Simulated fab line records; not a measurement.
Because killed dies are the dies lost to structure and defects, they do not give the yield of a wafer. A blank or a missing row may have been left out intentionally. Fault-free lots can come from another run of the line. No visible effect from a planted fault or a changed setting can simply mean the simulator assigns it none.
Which tool is to blame?	flow n5_finfet	18 lots, 54 wafers sampled, at 6 steps of a route of 1938

WHAT THE GAUGES SHOWED, per wafer
Not one reading of a measure or inspect step in the record can be checked against a usual standard deviation.

EACH LOT AND THE TOOL THAT RAN IT (in order: tool; ch and the chambers of the sampled wafers; start)
lot	N5_SDB_STRIP_21	N5_HKMG_FIN_HK_ALD_01	N5_HKMG_FIN_DESCUM_53	N5_HKMG_FIN_DESCUM_17	N5_GATE_CUT_ETCHBACK_30	N5_GATE_CUT_ETCH_58
L074	rie_diel-05 ch 0,1,2, day 3 21:24	ald_hk-01 ch 0,1,3, day 4 01:55	rie_diel-01 ch 0,1,3, day 4 02:56	rie_diel-04 ch 1,2,3, day 4 06:12	rie_metal-03 ch 0,1, day 4 10:57	rie_diel-02 ch 0,2,3, day 4 11:02
L077	rie_diel-01 ch 1,2, day 4 12:07	ald_hk-02 ch 1,2,3, day 4 16:42	rie_diel-04 ch 2,3, day 4 17:53	rie_diel-01 ch 0,3, day 4 21:15	rie_metal-03 ch 0,1, day 5 01:53	rie_diel-02 ch 1,2, day 5 01:58
L078	rie_diel-01 ch 0,1,2, day 4 21:04	ald_hk-03 ch 1,2,3, day 5 01:18	rie_diel-05 ch 0,1,2, day 5 02:41	rie_diel-05 ch 0,1,2, day 5 06:05	rie_metal-03 ch 0,1, day 5 10:55	rie_diel-02 ch 1,2,3, day 5 11:06
L079	rie_diel-05 ch 1,2, day 5 02:32	ald_hk-01 ch 0,1, day 5 07:10	rie_diel-01 ch 0,2,3, day 5 08:56	rie_diel-04 ch 0,3, day 5 12:25	rie_metal-02 ch 0, day 5 17:15	rie_diel-03 ch 0,1,3, day 5 17:23
L080	rie_diel-05 ch 1,2, day 5 05:32	ald_hk-01 ch 0,1,3, day 5 09:50	rie_diel-04 ch 0,1,2, day 5 10:49	rie_diel-05 ch 0,2, day 5 14:40	rie_metal-03 ch 0,1, day 5 19:17	rie_diel-03 ch 0,1,3, day 5 19:22
L082	rie_diel-04 ch 0,1, day 5 17:49	ald_hk-01 ch 0,1,3, day 5 22:02	rie_diel-04 ch 0,1,2, day 5 23:16	rie_diel-05 ch 0,1,2, day 6 02:46	rie_metal-01 ch 0,1, day 6 07:25	rie_diel-02 ch 0,1,2, day 6 07:34
L083	rie_diel-04 ch 0,1, day 5 22:24	ald_hk-02 ch 0,1,3, day 6 03:04	rie_diel-01 ch 0,2, day 6 03:59	rie_diel-05 ch 0,2, day 6 07:28	rie_metal-01 ch 0,1, day 6 12:05	rie_diel-06 ch 1,2, day 6 12:10
L084	rie_diel-04 ch 2,3, day 6 04:51	ald_hk-02 ch 1,2,3, day 6 09:07	rie_diel-04 ch 0,1,2, day 6 10:19	rie_diel-04 ch 0,3, day 6 13:46	rie_metal-01 ch 0,1, day 6 18:25	rie_diel-02 ch 0,2,3, day 6 18:53
L085	rie_diel-01 ch 1,3, day 6 13:36	ald_hk-03 ch 0,1,3, day 6 18:50	rie_diel-05 ch 0,2,3, day 6 19:52	rie_diel-01 ch 0,1,2, day 6 23:21	rie_metal-02 ch 0,1, day 7 04:01	rie_diel-06 ch 2,3, day 7 04:06
L087	rie_diel-01 ch 1,2, day 7 00:04	ald_hk-02 ch 2,3, day 7 04:25	rie_diel-01 ch 0,1,3, day 7 05:36	rie_diel-01 ch 0,3, day 7 08:59	rie_metal-02 ch 0,1, day 7 13:55	rie_diel-03 ch 0,3, day 7 13:59
L089	rie_diel-05 ch 0,1,2, day 7 10:38	ald_hk-01 ch 0,2,3, day 7 15:35	rie_diel-05 ch 0,1,3, day 7 16:43	rie_diel-05 ch 0,1,2, day 7 20:14	rie_metal-02 ch 0,1, day 8 04:35	rie_diel-06 ch 1,2,3, day 8 04:40
L090	rie_diel-01 ch 1,3, day 7 20:10	ald_hk-03 ch 1,3, day 8 00:37	rie_diel-04 ch 0,2, day 8 01:40	rie_diel-04 ch 0,1,3, day 8 05:03	rie_metal-02 ch 0,1, day 8 09:40	rie_diel-03 ch 1,3, day 8 09:46
L091	rie_diel-05 ch 0,1,3, day 7 21:54	ald_hk-01 ch 0,1,2, day 8 03:01	rie_diel-05 ch 1,2,3, day 8 04:02	rie_diel-04 ch 0,1, day 8 07:25	rie_metal-02 ch 0,1, day 8 12:05	rie_diel-02 ch 0,1,2, day 8 12:10
L093	rie_diel-05 ch 1,2,3, day 8 09:59	ald_hk-03 ch 0,1,3, day 8 14:13	rie_diel-05 ch 0,1,2, day 8 15:43	rie_diel-04 ch 0,1,3, day 8 19:05	rie_metal-03 ch 0,1, day 8 23:43	rie_diel-02 ch 1,2,3, day 8 23:48
L094	rie_diel-01 ch 0,1, day 8 21:28	ald_hk-02 ch 0,3, day 9 01:53	rie_diel-01 ch 0,2,3, day 9 02:54	rie_diel-01 ch 1,2, day 9 06:20	rie_metal-01 ch 0,1, day 9 11:01	rie_diel-02 ch 0,1,2, day 9 11:05
L095	rie_diel-01 ch 0,2,3, day 9 00:47	ald_hk-01 ch 0,3, day 9 05:02	rie_diel-05 ch 0,1, day 9 06:11	rie_diel-04 ch 0,1,3, day 9 09:43	rie_metal-03 ch 0,1, day 9 14:21	rie_diel-03 ch 1,2,3, day 9 14:26
L096	rie_diel-04 ch 0,1,2, day 9 08:02	ald_hk-01 ch 0,1, day 9 12:53	rie_diel-04 ch 2,3, day 9 14:14	rie_diel-04 ch 0,2,3, day 9 17:56	rie_metal-03 ch 0,1, day 9 22:37	rie_diel-06 ch 0,1,2, day 9 22:41
L097	rie_diel-01 ch 1,2, day 9 16:11	ald_hk-01 ch 0,1,3, day 9 20:39	rie_diel-05 ch 1,3, day 9 22:18	rie_diel-01 ch 1,3, day 10 01:52	rie_metal-01 ch 0,1, day 10 06:29	rie_diel-06 ch 0,1,2, day 10 06:34
- N5_SDB_STRIP_21: strips in CF4.
- N5_HKMG_FIN_HK_ALD_01: deposits HfO2, target thk 1.6 nm, pulse time 3 s, purge time 3 s.
- N5_HKMG_FIN_DESCUM_53: chemistry O2, time 7.9 s.
- N5_HKMG_FIN_DESCUM_17: chemistry O2, time 7.9 s.
- N5_GATE_CUT_ETCHBACK_30: etches TiN in Cl2/Ar, target depth 3 nm.
- N5_GATE_CUT_ETCH_58: etches SiNx in CH3F/O2, target depth 17 nm, time 128.6 s.

AS READ BY THE TOOLS THEMSELVES (means over the sampled wafers that have a number; for cases with no such wafer, the mark the record gives instead)
N5_SDB_STRIP_21. Usual: chamber_pressure_mTorr 50.00 mTorr, standard deviation 0.046; drypump_motor_current_A 5.7 A, standard deviation 0.46; oes_product_au 0.81 a.u., standard deviation 0.087; rf_vpp_V 271.0 V, standard deviation 1.2; showerhead_plenum_p_Torr 1.79 Torr, standard deviation 0.038; throttle_valve_pct 13.59 %, standard deviation 0.27.
lot	tool	chamber_pressure_mTorr (mTorr)	drypump_motor_current_A (A)	oes_product_au (a.u.)	rf_vpp_V (V)	showerhead_plenum_p_Torr (Torr)	throttle_valve_pct (%)	flag
L074	rie_diel-05	50.01	5.9	0.87	270.5	1.77	13.52	
L077	rie_diel-01	49.97	5.6	0.73	272.2	1.79	13.83	
L078	rie_diel-01	49.99	5.8	0.76	272.2	1.82	13.73	
L079	rie_diel-05	50.01	6.4	0.79	271.1	1.78	13.77	
L080	rie_diel-05	49.97	6.4	0.80	271.1	1.78	13.77	
L082	rie_diel-04	50.03	5.7	0.82	270.7	1.76	13.46	
L083	rie_diel-04	49.97	5.6	0.85	270.7	1.79	13.46	
L084	rie_diel-04	50.00	5.6	0.97	269.6	1.76	13.20	
L085	rie_diel-01	49.97	5.8	0.74	270.9	1.77	13.91	
L087	rie_diel-01	50.00	5.6	0.72	271.6	1.78	13.89	
L089	rie_diel-05	49.99	5.9	0.81	270.5	1.76	13.59	
L090	rie_diel-01	50.00	5.8	0.73	271.2	1.77	13.94	
L091	rie_diel-05	49.99	5.3	0.88	269.7	1.76	13.41	
L093	rie_diel-05	49.99	5.8	0.83	270.9	1.77	13.65	
L094	rie_diel-01	50.05	6.0	0.71	270.5	1.77	13.96	
L095	rie_diel-01	49.95	5.9	0.76	271.2	1.83	13.67	
L096	rie_diel-04	49.98	5.6	0.83	270.8	1.76	13.42	
L097	rie_diel-01	49.97	5.6	0.70	271.2	1.78	13.94	

N5_HKMG_FIN_HK_ALD_01. Usual: 0.998 for precursor_pulse_height_rel, sd 0.02.
lot	tool	precursor_pulse_height_rel	flag
L074	ald_hk-01	1.005	
L077	ald_hk-02	1.010	
L078	ald_hk-03	1.013	
L079	ald_hk-01	0.992	
L080	ald_hk-01	1.000	
L082	ald_hk-01	1.000	
L083	ald_hk-02	1.010	
L084	ald_hk-02	0.996	
L085	ald_hk-03	1.003	
L087	ald_hk-02	1.003	
L089	ald_hk-01	0.991	
L090	ald_hk-03	0.984	
L091	ald_hk-01	0.992	
L093	ald_hk-03	1.011	
L094	ald_hk-02	0.988	
L095	ald_hk-01	0.983	
L096	ald_hk-01	0.996	
L097	ald_hk-01	0.994	

N5_HKMG_FIN_DESCUM_53. Usual: chamber_pressure_mTorr 20.000 mTorr, standard deviation 0.019; drypump_motor_current_A 5.7 A, standard deviation 0.52; oes_product_au 0.84 a.u., standard deviation 0.09; rf_vpp_V 242.8 V, standard deviation 0.9; showerhead_plenum_p_Torr 2.07 Torr, standard deviation 0.041; throttle_valve_pct 20.45 %, standard deviation 0.24.
lot	tool	chamber_pressure_mTorr (mTorr)	drypump_motor_current_A (A)	oes_product_au (a.u.)	rf_vpp_V (V)	showerhead_plenum_p_Torr (Torr)	throttle_valve_pct (%)	flag
L074	rie_diel-01	20.010	6.0	0.78	242.6	2.11	20.66	
L077	rie_diel-04	19.998	5.6	0.69	242.6	2.07	20.66	
L078	rie_diel-05	19.998	5.9	0.86	243.2	2.06	20.52	
L079	rie_diel-01	20.001	5.9	0.80	243.9	2.13	20.40	
L080	rie_diel-04	19.987	5.6	0.80	242.6	2.08	20.46	
L082	rie_diel-04	19.997	5.5	0.91	243.5	2.08	20.30	
L083	rie_diel-01	20.001	5.6	0.78	244.0	2.16	20.40	
L084	rie_diel-04	20.009	5.5	0.89	242.5	2.08	20.30	
L085	rie_diel-05	19.974	5.6	0.86	242.3	2.05	20.44	
L087	rie_diel-01	20.018	6.0	0.77	242.2	2.10	20.70	
L089	rie_diel-05	19.999	5.3	0.91	242.7	2.05	20.35	
L090	rie_diel-04	20.007	5.6	0.87	242.1	2.05	20.25	
L091	rie_diel-05	19.998	5.8	0.85	242.6	2.06	20.55	
L093	rie_diel-05	20.007	5.8	0.81	241.5	2.05	20.56	
L094	rie_diel-01	19.982	5.9	0.77	243.3	2.12	20.44	
L095	rie_diel-05	19.974	5.6	0.86	242.3	2.05	20.49	
L096	rie_diel-04	20.015	5.6	0.91	242.1	2.06	20.24	
L097	rie_diel-05	19.998	5.5	0.87	242.5	2.05	20.47	

N5_HKMG_FIN_DESCUM_17. Usual: chamber_pressure_mTorr 20.000 mTorr, standard deviation 0.017; drypump_motor_current_A 5.8 A, standard deviation 0.44; oes_product_au 0.83 a.u., standard deviation 0.089; rf_vpp_V 243.0 V, standard deviation 1.1; showerhead_plenum_p_Torr 2.08 Torr, standard deviation 0.048; throttle_valve_pct 20.46 %, standard deviation 0.28.
lot	tool	chamber_pressure_mTorr (mTorr)	drypump_motor_current_A (A)	oes_product_au (a.u.)	rf_vpp_V (V)	showerhead_plenum_p_Torr (Torr)	throttle_valve_pct (%)	flag
L074	rie_diel-04	19.988	5.6	0.77	243.0	2.10	20.56	
L077	rie_diel-01	19.996	6.2	0.81	243.4	2.11	20.44	
L078	rie_diel-05	20.006	5.9	0.86	242.2	2.06	20.52	
L079	rie_diel-04	19.993	5.9	0.88	243.2	2.03	20.21	
L080	rie_diel-05	20.005	6.2	0.80	243.3	2.06	20.62	
L082	rie_diel-05	20.003	5.9	0.84	241.8	2.06	20.53	
L083	rie_diel-05	19.994	6.2	0.78	243.1	2.06	20.63	
L084	rie_diel-04	20.006	5.9	0.91	242.4	2.04	20.19	
L085	rie_diel-01	20.000	5.8	0.74	244.5	2.13	20.68	
L087	rie_diel-01	20.003	6.1	0.80	243.2	2.10	20.44	
L089	rie_diel-05	19.987	5.9	0.82	242.7	2.05	20.56	
L090	rie_diel-04	20.013	5.8	0.87	242.9	2.07	20.31	
L091	rie_diel-04	19.992	5.6	0.84	243.0	2.09	20.40	
L093	rie_diel-04	20.014	5.8	0.86	242.4	2.06	20.30	
L094	rie_diel-01	19.990	5.4	0.73	243.9	2.14	20.66	
L095	rie_diel-04	20.019	5.8	0.85	242.6	2.06	20.33	
L096	rie_diel-04	19.988	5.8	0.87	242.4	2.04	20.24	
L097	rie_diel-01	19.999	5.9	0.75	243.1	2.09	20.69	

N5_GATE_CUT_ETCHBACK_30. Usual: bias_w 60.01 W, standard deviation 0.18; chamber_pressure_mTorr 10.000 mTorr, standard deviation 0.0093; drypump_motor_current_A 5.88 A, standard deviation 0.25; mfc_cl2_sccm 40.01 sccm, standard deviation 0.12; oes_product_au 0.78 a.u., standard deviation 0.075; throttle_valve_pct 20.99 %, standard deviation 0.29.
lot	tool	bias_w (W)	chamber_pressure_mTorr (mTorr)	drypump_motor_current_A (A)	mfc_cl2_sccm (sccm)	oes_product_au (a.u.)	throttle_valve_pct (%)	flag
L074	rie_metal-03	59.98	10.002	5.72	40.05	0.82	20.89	
L077	rie_metal-03	60.15	9.989	5.67	39.87	0.82	20.91	
L078	rie_metal-03	59.92	9.999	5.70	40.06	0.81	20.90	
L079	rie_metal-02	60.05	9.998	6.05	39.77	0.78	20.75	
L080	rie_metal-03	60.21	10.006	5.63	40.04	0.82	20.92	
L082	rie_metal-01	60.09	10.001	6.20	40.03	0.84	20.96	
L083	rie_metal-01	59.96	10.004	6.20	39.98	0.83	20.96	
L084	rie_metal-01	59.93	9.999	6.13	40.15	0.81	20.87	
L085	rie_metal-02	60.02	10.008	5.79	39.96	0.65	21.41	
L087	rie_metal-02	59.96	10.004	5.95	39.87	0.71	21.09	
L089	rie_metal-02	59.94	10.004	5.92	40.08	0.70	21.09	
L090	rie_metal-02	59.86	10.001	5.78	39.99	0.64	21.41	
L091	rie_metal-02	60.13	10.000	5.82	39.93	0.65	21.40	
L093	rie_metal-03	60.02	9.992	5.65	39.94	0.79	20.93	
L094	rie_metal-01	60.16	10.010	6.10	40.07	0.79	20.87	
L095	rie_metal-03	59.91	10.004	5.71	40.00	0.79	20.93	
L096	rie_metal-03	59.86	10.002	5.70	40.08	0.78	20.93	
L097	rie_metal-01	59.84	10.006	6.19	39.99	0.81	20.98	

N5_GATE_CUT_ETCH_58. Usual: bias_w 21.00 W (standard deviation 0.06); chamber_pressure_mTorr 30.01 mTorr (standard deviation 0.03); drypump_motor_current_A 5.5 A (standard deviation 0.52); oes_product_au 0.78 a.u. (standard deviation 0.086); rf_vpp_V 99.2 V (standard deviation 0.98); showerhead_plenum_p_Torr 1.99 Torr (standard deviation 0.089); throttle_valve_pct 16.41 % (standard deviation 0.25).
lot	tool	bias_w (W)	chamber_pressure_mTorr (mTorr)	drypump_motor_current_A (A)	oes_product_au (a.u.)	rf_vpp_V (V)	showerhead_plenum_p_Torr (Torr)	throttle_valve_pct (%)	flag
L074	rie_diel-02	20.98	30.00	5.8	0.78	99.0	1.97	16.43	
L077	rie_diel-02	21.05	30.01	5.5	0.76	99.7	1.98	16.59	
L078	rie_diel-02	20.99	30.01	5.7	0.75	99.1	2.01	16.53	
L079	rie_diel-03	21.02	29.98	5.8	0.77	99.4	2.03	16.20	
L080	rie_diel-03	21.03	30.03	5.8	0.77	99.2	2.03	16.19	
L082	rie_diel-02	20.98	29.99	5.6	0.78	99.1	1.93	16.52	
L083	rie_diel-06	21.06	30.03	5.2	0.78	98.6	2.08	16.36	
L084	rie_diel-02	21.00	30.03	5.8	0.76	99.3	1.96	16.47	
L085	rie_diel-06	21.00	30.01	4.7	0.79	100.1	2.00	16.39	
L087	rie_diel-03	21.06	29.99	6.1	0.69	99.5	2.01	16.34	
L089	rie_diel-06	20.94	30.01	5.0	0.78	99.2	2.03	16.40	
L090	rie_diel-03	21.04	30.02	5.5	0.82	98.8	2.05	16.11	
L091	rie_diel-02	20.95	30.01	5.6	0.75	98.9	1.92	16.56	
L093	rie_diel-02	21.01	30.01	5.7	0.83	99.3	2.00	16.40	
L094	rie_diel-02	21.02	30.01	5.6	0.74	98.4	1.92	16.56	
L095	rie_diel-03	20.97	30.02	5.6	0.79	99.3	1.98	16.25	
L096	rie_diel-06	20.98	30.00	5.4	0.73	99.7	1.99	16.57	
L097	rie_diel-06	21.00	30.02	5.5	0.72	99.1	1.99	16.59	

THE ANSWER, worked out from the rows above alone
Rule: a lot counts as off when the mean over its wafers that have a number is more than 3 standard deviations away from the usual mean. A lot without any number at a reading at which 4 lots or more have one is off too. All remaining lots with rows at the step are treated as sound. Order of review: gauges by route order, followed by the tools' own readings, for which a lot's mean as printed above is used. At the first step where some lot is off, the reading lying furthest off is the one used; lots without a number count as furthest.
No lot is off at any reading shown: from this, nothing can be told.

WHAT WAS PUT IN BY THE SIMULATOR
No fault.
